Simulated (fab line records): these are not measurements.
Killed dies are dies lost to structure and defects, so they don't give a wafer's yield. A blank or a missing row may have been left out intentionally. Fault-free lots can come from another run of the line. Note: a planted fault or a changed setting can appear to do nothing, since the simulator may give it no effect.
Chamber matching + flow nandHarc + aldMetal-01 running NHARC_A_CONTACT_ALD_18: 4 sister chambers
The step deposits TiN, target thk 3 nm, pulse time 1 s, ald cycles 150. 16 wafers are shown with their chamber, then 8 later ones without.

== WAFERS WITH THEIR CHAMBER ==
| wafer  | chamber | heaterPowerW (W) | precursorPulseHeightRel |
|--------|---------|------------------|-------------------------|
| L206.1 | 1       | 1064             | 0.983                   |
| L206.3 | 3       | 1107             | 0.990                   |
| L206.6 | 1       | 1078             | 0.964                   |
| L207.2 | 0       | 1113             | 1.027                   |
| L207.3 | 2       | 1250             | 1.005                   |
| L207.5 | 0       | 1158             | 1.010                   |
| L211.2 | 1       | 1082             | 0.999                   |
| L211.3 | 0       | 1142             | 1.009                   |
| L211.4 | 3       | 1117             | 0.988                   |
| L212.2 | 1       | 1076             | 0.994                   |
| L212.3 | 2       | 1281             | 0.977                   |
| L212.5 | 0       | 1121             | 0.993                   |
| L213.1 | 1       | 1071             | 0.991                   |
| L213.3 | 2       | 1220             | 0.979                   |
| L213.5 | 1       | 1077             | 0.954                   |
| L214.1 | 0       | 1138             | 0.948                   |

SIGNATURES, as means of the wafers listed above
| reading                 | chamber 0 | chamber 1 | chamber 2 | chamber 3 | scatter within a chamber |
|-------------------------|-----------|-----------|-----------|-----------|--------------------------|
| heaterPowerW            | 1134.40   | 1074.67   | 1250.33   | 1112.00   | 16.8                     |
| precursorPulseHeightRel | 0.99740   | 0.98083   | 0.98700   | 0.98900   | 0.0219                   |
Rule: a wafer's distance from a chamber is the root of the sum, over the readings, of the square of ((its reading less the chamber's mean) divided by the reading's scatter). If the next closest chamber is less than 2 further off than the closest, the wafer can't be placed; otherwise it belongs to the closest. How the scatter is found: for the shown wafers, subtract from each reading the mean of its chamber, square and add these, divide the total by (wafers less chambers), then take the root.

== WAFERS WITHOUT THEIR CHAMBER ==
| wafer  | heaterPowerW (W) | precursorPulseHeightRel |
|--------|------------------|-------------------------|
| L214.3 | 1234             | 1.016                   |
| L214.5 | 1286             | 1.005                   |
| L225.1 | 1103             | 1.008                   |
| L225.5 | 1151             | 1.005                   |
| L225.6 | 1138             | 1.004                   |
| L227.1 | 1097             | 0.998                   |
| L227.3 | 1143             | 1.015                   |
| L227.4 | 1266             | 0.989                   |

== WHICH CHAMBER EACH WENT THROUGH ==
| wafer  | from the rows above          | in truth |
|--------|------------------------------|----------|
| L214.3 | 2                            | 2        |
| L214.5 | 2                            | 2        |
| L225.1 | can't be placed: 3 or 0 or 1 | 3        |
| L225.5 | can't be placed: 0 or 3      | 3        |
| L225.6 | can't be placed: 0 or 3      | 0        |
| L227.1 | can't be placed: 3 or 1 or 0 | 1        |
| L227.3 | can't be placed: 0 or 3      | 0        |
| L227.4 | 2                            | 2        |
3 of 8 placed correctly. Cannot be placed on the basis of these rows: 5; the candidates contain the true chamber in 5. Number placed wrongly: 0.
